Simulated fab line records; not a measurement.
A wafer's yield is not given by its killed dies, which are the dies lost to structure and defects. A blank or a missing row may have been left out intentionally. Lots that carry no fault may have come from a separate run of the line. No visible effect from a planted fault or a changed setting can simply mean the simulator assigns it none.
Matching of chambers || flow n5_finfet || 4 sister chambers for N5_BEOL_M11_DESCUM_33 on rie_diel-05
The step chemistry O2, time 7.9 s. 18 wafers are shown with their chamber, then 9 later ones without.

## EACH WAFER AND ITS CHAMBER
{"wafer": "L075.2", "chamber": 1, "throttle_valve_pct (%)": 20.3, "showerhead_plenum_p_Torr (Torr)": 2.01, "oes_product_au (a.u.)": 0.74}
{"wafer": "L075.4", "chamber": 2, "throttle_valve_pct (%)": 20.8, "showerhead_plenum_p_Torr (Torr)": 2.11, "oes_product_au (a.u.)": 0.73}
{"wafer": "L075.6", "chamber": 3, "throttle_valve_pct (%)": 20.7, "showerhead_plenum_p_Torr (Torr)": 2.12, "oes_product_au (a.u.)": 0.81}
{"wafer": "L076.3", "chamber": 0, "throttle_valve_pct (%)": 20.0, "showerhead_plenum_p_Torr (Torr)": 2.05, "oes_product_au (a.u.)": 0.91}
{"wafer": "L076.4", "chamber": 2, "throttle_valve_pct (%)": 20.8, "showerhead_plenum_p_Torr (Torr)": 2.11, "oes_product_au (a.u.)": 0.72}
{"wafer": "L076.6", "chamber": 0, "throttle_valve_pct (%)": 20.0, "showerhead_plenum_p_Torr (Torr)": 2.05, "oes_product_au (a.u.)": 0.90}
{"wafer": "L084.2", "chamber": 1, "throttle_valve_pct (%)": 20.3, "showerhead_plenum_p_Torr (Torr)": 2.00, "oes_product_au (a.u.)": 0.72}
{"wafer": "L084.3", "chamber": 2, "throttle_valve_pct (%)": 20.8, "showerhead_plenum_p_Torr (Torr)": 2.11, "oes_product_au (a.u.)": 0.71}
{"wafer": "L084.6", "chamber": 1, "throttle_valve_pct (%)": 20.3, "showerhead_plenum_p_Torr (Torr)": 2.00, "oes_product_au (a.u.)": 0.71}
{"wafer": "L083.1", "chamber": 0, "throttle_valve_pct (%)": 20.1, "showerhead_plenum_p_Torr (Torr)": 2.04, "oes_product_au (a.u.)": 0.88}
{"wafer": "L083.4", "chamber": 1, "throttle_valve_pct (%)": 20.3, "showerhead_plenum_p_Torr (Torr)": 2.00, "oes_product_au (a.u.)": 0.71}
{"wafer": "L083.5", "chamber": 2, "throttle_valve_pct (%)": 20.8, "showerhead_plenum_p_Torr (Torr)": 2.11, "oes_product_au (a.u.)": 0.71}
{"wafer": "L085.3", "chamber": 1, "throttle_valve_pct (%)": 20.3, "showerhead_plenum_p_Torr (Torr)": 2.00, "oes_product_au (a.u.)": 0.72}
{"wafer": "L085.5", "chamber": 2, "throttle_valve_pct (%)": 20.8, "showerhead_plenum_p_Torr (Torr)": 2.11, "oes_product_au (a.u.)": 0.71}
{"wafer": "L085.6", "chamber": 1, "throttle_valve_pct (%)": 20.3, "showerhead_plenum_p_Torr (Torr)": 2.00, "oes_product_au (a.u.)": 0.72}
{"wafer": "L088.1", "chamber": 3, "throttle_valve_pct (%)": 20.7, "showerhead_plenum_p_Torr (Torr)": 2.12, "oes_product_au (a.u.)": 0.78}
{"wafer": "L088.5", "chamber": 0, "throttle_valve_pct (%)": 20.1, "showerhead_plenum_p_Torr (Torr)": 2.04, "oes_product_au (a.u.)": 0.87}
{"wafer": "L088.6", "chamber": 3, "throttle_valve_pct (%)": 20.7, "showerhead_plenum_p_Torr (Torr)": 2.12, "oes_product_au (a.u.)": 0.79}

SIGNATURES, as means of the wafers listed above
{"reading": "throttle_valve_pct", "chamber 0": 20.050, "chamber 1": 20.300, "chamber 2": 20.800, "chamber 3": 20.700, "scatter within a chamber": 0.0267}
{"reading": "showerhead_plenum_p_Torr", "chamber 0": 2.0450, "chamber 1": 2.0017, "chamber 2": 2.1100, "chamber 3": 2.1200, "scatter within a chamber": 0.00362}
{"reading": "oes_product_au", "chamber 0": 0.8900, "chamber 1": 0.7200, "chamber 2": 0.7160, "chamber 3": 0.7933, "scatter within a chamber": 0.0131}
Rule: for a wafer and a chamber, the distance is found by dividing, reading by reading, the gap between the wafer's reading and the chamber's mean by the reading's scatter, squaring, summing and taking the root. If the next closest chamber is less than 2 further off than the closest, the wafer can't be placed; otherwise it belongs to the closest. The scatter: take each reading less its chamber's mean, square it, sum over the shown wafers, divide by the number of wafers less the number of chambers, and take the root.

## WAFERS WITHOUT THEIR CHAMBER
{"wafer": "L086.2", "throttle_valve_pct (%)": 20.8, "showerhead_plenum_p_Torr (Torr)": 2.10, "oes_product_au (a.u.)": 0.71}
{"wafer": "L086.3", "throttle_valve_pct (%)": 20.3, "showerhead_plenum_p_Torr (Torr)": 2.00, "oes_product_au (a.u.)": 0.72}
{"wafer": "L086.6", "throttle_valve_pct (%)": 20.3, "showerhead_plenum_p_Torr (Torr)": 2.00, "oes_product_au (a.u.)": 0.71}
{"wafer": "L093.2", "throttle_valve_pct (%)": 20.1, "showerhead_plenum_p_Torr (Torr)": 2.04, "oes_product_au (a.u.)": 0.86}
{"wafer": "L093.5", "throttle_valve_pct (%)": 20.1, "showerhead_plenum_p_Torr (Torr)": 2.04, "oes_product_au (a.u.)": 0.85}
{"wafer": "L093.6", "throttle_valve_pct (%)": 20.7, "showerhead_plenum_p_Torr (Torr)": 2.11, "oes_product_au (a.u.)": 0.79}
{"wafer": "L096.3", "throttle_valve_pct (%)": 20.7, "showerhead_plenum_p_Torr (Torr)": 2.11, "oes_product_au (a.u.)": 0.78}
{"wafer": "L096.4", "throttle_valve_pct (%)": 20.1, "showerhead_plenum_p_Torr (Torr)": 2.03, "oes_product_au (a.u.)": 0.86}
{"wafer": "L096.5", "throttle_valve_pct (%)": 20.3, "showerhead_plenum_p_Torr (Torr)": 1.99, "oes_product_au (a.u.)": 0.70}

## THE CHAMBER EACH PASSED THROUGH
{"wafer": "L086.2", "from the rows above": 2, "in truth": 2}
{"wafer": "L086.3", "from the rows above": 1, "in truth": 1}
{"wafer": "L086.6", "from the rows above": 1, "in truth": 1}
{"wafer": "L093.2", "from the rows above": 0, "in truth": 0}
{"wafer": "L093.5", "from the rows above": 0, "in truth": 0}
{"wafer": "L093.6", "from the rows above": 3, "in truth": 3}
{"wafer": "L096.3", "from the rows above": 3, "in truth": 3}
{"wafer": "L096.4", "from the rows above": 0, "in truth": 0}
{"wafer": "L096.5", "from the rows above": 1, "in truth": 1}
Correct placement for 9 of the 9. Left unplaced by these rows: 0. Wrongly placed: 0.
